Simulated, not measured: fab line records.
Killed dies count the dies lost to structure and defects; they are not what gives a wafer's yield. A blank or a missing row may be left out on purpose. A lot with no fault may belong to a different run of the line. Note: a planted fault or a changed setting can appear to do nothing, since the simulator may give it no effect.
Lot-split experiment || flow n5-finfet || 7 lots, 21 wafers read, on a route of 1938 steps

== THE SPLIT ITSELF ==
At N5_MOL_CONTACT_COAG_CONTACT_ETCH_14 (etches SiO2 in C4F6/O2, target depth 27.5 nm, overetch 8.5 nm, time 20 s), the setting source-w was moved away from the recipe's 370 W on 5 of the 21 wafers read, by -17.9% to +7.3%. The other wafers ran this setting at the recipe's value.

The split's own step is where the reading is taken.

== THE READING ==
rf-vpp-V, in V, at N5_MOL_CONTACT_COAG_CONTACT_ETCH_14 (etches SiO2 in C4F6/O2, target depth 27.5 nm, overetch 8.5 nm, time 20 s). Fault-free wafers of this fab line usually give 694 V, standard deviation 3.7 V.

{"wafer": "L076.1", "tool, chamber at the split": "rie-diel-05, 0", "source-w as run, W": 370, "against the recipe": "recipe", "rf-vpp-V, V": 689, "against lot-mates on the recipe": "-"}
{"wafer": "L076.3", "tool, chamber at the split": "rie-diel-05, 1", "source-w as run, W": 370, "against the recipe": "recipe", "rf-vpp-V, V": 695, "against lot-mates on the recipe": "-"}
{"wafer": "L076.5", "tool, chamber at the split": "rie-diel-05, 0", "source-w as run, W": 370, "against the recipe": "recipe", "rf-vpp-V, V": 688, "against lot-mates on the recipe": "-"}
{"wafer": "L080.1", "tool, chamber at the split": "rie-diel-04, 0", "source-w as run, W": 396.9, "against the recipe": "+7.3%", "rf-vpp-V, V": 685, "against lot-mates on the recipe": -8}
{"wafer": "L080.3", "tool, chamber at the split": "rie-diel-04, 2", "source-w as run, W": 370, "against the recipe": "recipe", "rf-vpp-V, V": 693, "against lot-mates on the recipe": "-"}
{"wafer": "L080.6", "tool, chamber at the split": "rie-diel-04, 2", "source-w as run, W": 370, "against the recipe": "recipe", "rf-vpp-V, V": 693, "against lot-mates on the recipe": "-"}
{"wafer": "L081.3", "tool, chamber at the split": "rie-diel-05, 2", "source-w as run, W": 393.2, "against the recipe": "+6.3%", "rf-vpp-V, V": 680, "against lot-mates on the recipe": -9}
{"wafer": "L081.4", "tool, chamber at the split": "rie-diel-05, 0", "source-w as run, W": 370, "against the recipe": "recipe", "rf-vpp-V, V": 689, "against lot-mates on the recipe": "-"}
{"wafer": "L081.6", "tool, chamber at the split": "rie-diel-05, 0", "source-w as run, W": 393.2, "against the recipe": "+6.3%", "rf-vpp-V, V": 678, "against lot-mates on the recipe": -11}
{"wafer": "L083.2", "tool, chamber at the split": "rie-diel-05, 0", "source-w as run, W": 370, "against the recipe": "recipe", "rf-vpp-V, V": 688, "against lot-mates on the recipe": "-"}
{"wafer": "L083.4", "tool, chamber at the split": "rie-diel-05, 3", "source-w as run, W": 350.5, "against the recipe": "-5.3%", "rf-vpp-V, V": 706, "against lot-mates on the recipe": "+18"}
{"wafer": "L083.5", "tool, chamber at the split": "rie-diel-05, 0", "source-w as run, W": 370, "against the recipe": "recipe", "rf-vpp-V, V": 688, "against lot-mates on the recipe": "-"}
{"wafer": "L095.1", "tool, chamber at the split": "rie-diel-06, 3", "source-w as run, W": 370, "against the recipe": "recipe", "rf-vpp-V, V": 697, "against lot-mates on the recipe": "-"}
{"wafer": "L095.3", "tool, chamber at the split": "rie-diel-06, 1", "source-w as run, W": 370, "against the recipe": "recipe", "rf-vpp-V, V": 689, "against lot-mates on the recipe": "-"}
{"wafer": "L095.4", "tool, chamber at the split": "rie-diel-06, 0", "source-w as run, W": 370, "against the recipe": "recipe", "rf-vpp-V, V": 697, "against lot-mates on the recipe": "-"}
{"wafer": "L096.2", "tool, chamber at the split": "rie-diel-05, 2", "source-w as run, W": 370, "against the recipe": "recipe", "rf-vpp-V, V": 699, "against lot-mates on the recipe": "-"}
{"wafer": "L096.4", "tool, chamber at the split": "rie-diel-05, 1", "source-w as run, W": 303.9, "against the recipe": "-17.9%", "rf-vpp-V, V": 740, "against lot-mates on the recipe": "+46"}
{"wafer": "L096.6", "tool, chamber at the split": "rie-diel-05, 0", "source-w as run, W": 370, "against the recipe": "recipe", "rf-vpp-V, V": 688, "against lot-mates on the recipe": "-"}
{"wafer": "L097.1", "tool, chamber at the split": "rie-diel-06, 0", "source-w as run, W": 370, "against the recipe": "recipe", "rf-vpp-V, V": 698, "against lot-mates on the recipe": "-"}
{"wafer": "L097.3", "tool, chamber at the split": "rie-diel-06, 2", "source-w as run, W": 370, "against the recipe": "recipe", "rf-vpp-V, V": 692, "against lot-mates on the recipe": "-"}
{"wafer": "L097.6", "tool, chamber at the split": "rie-diel-06, 2", "source-w as run, W": 370, "against the recipe": "recipe", "rf-vpp-V, V": 691, "against lot-mates on the recipe": "-"}

FIT RESULTS
A straight line over all 21 wafers: rf-vpp-V changes by -2.39 V for each +1% of source-w; r = -0.94; the points scatter about the line by 4.4 V.
The same after taking each lot's own level away (the mean of its wafers on the recipe; 21 wafers): -2.31 V for each +1%; r = -0.95; scatter 4 V.
That fit puts the effect of the largest move of source-w on the reading at 41 V.
From 688.0 to 694.3 V: that is the span of the lots' own levels, equal to 1.7 times the standard deviation above.
So the lot-to-lot level changes the slope little: the two slopes agree.
Check: +33.4 V against its lot-mates is what the line predicts for one of the wafers moved furthest among these (-17.9%) when that wafer is left out of the fit. It came out at +46.5 V against them.
Tool readings at the split's step, against how far the setting was moved: rf-vpp-V r = -0.94.

== OTHER SPLITS APPLIED TO THESE WAFERS ==
Note: prior to the reading, these wafers also went through further splits. Each is held against what the fit with the lots' levels taken away leaves over:
{"other split on the same wafers": "N5_SD_EPI_N_EXPOSE_06 dose-mj", "wafers away from the commonest value": 9, "r with rf-vpp-V (lot level and that fit taken away)": "+0.04"}
{"other split on the same wafers": "N5_SD_EPI_N_DESCUM_14 time-s", "wafers away from the commonest value": 6, "r with rf-vpp-V (lot level and that fit taken away)": -0.11}
{"other split on the same wafers": "N5_HKMG_FIN_ETCH_55 time-s", "wafers away from the commonest value": 5, "r with rf-vpp-V (lot level and that fit taken away)": -0.21}
{"other split on the same wafers": "N5_HKMG_FIN_CVD_62 temp-c", "wafers away from the commonest value": 5, "r with rf-vpp-V (lot level and that fit taken away)": "+0.19"}
{"other split on the same wafers": "N5_HKMG_FIN_COAT_85 spin-rpm", "wafers away from the commonest value": 10, "r with rf-vpp-V (lot level and that fit taken away)": -0.05}

== THE FILE'S OWN FIT ==
rf-vpp-V changes by -2.39 V for each +1% of source-w, r = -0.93.
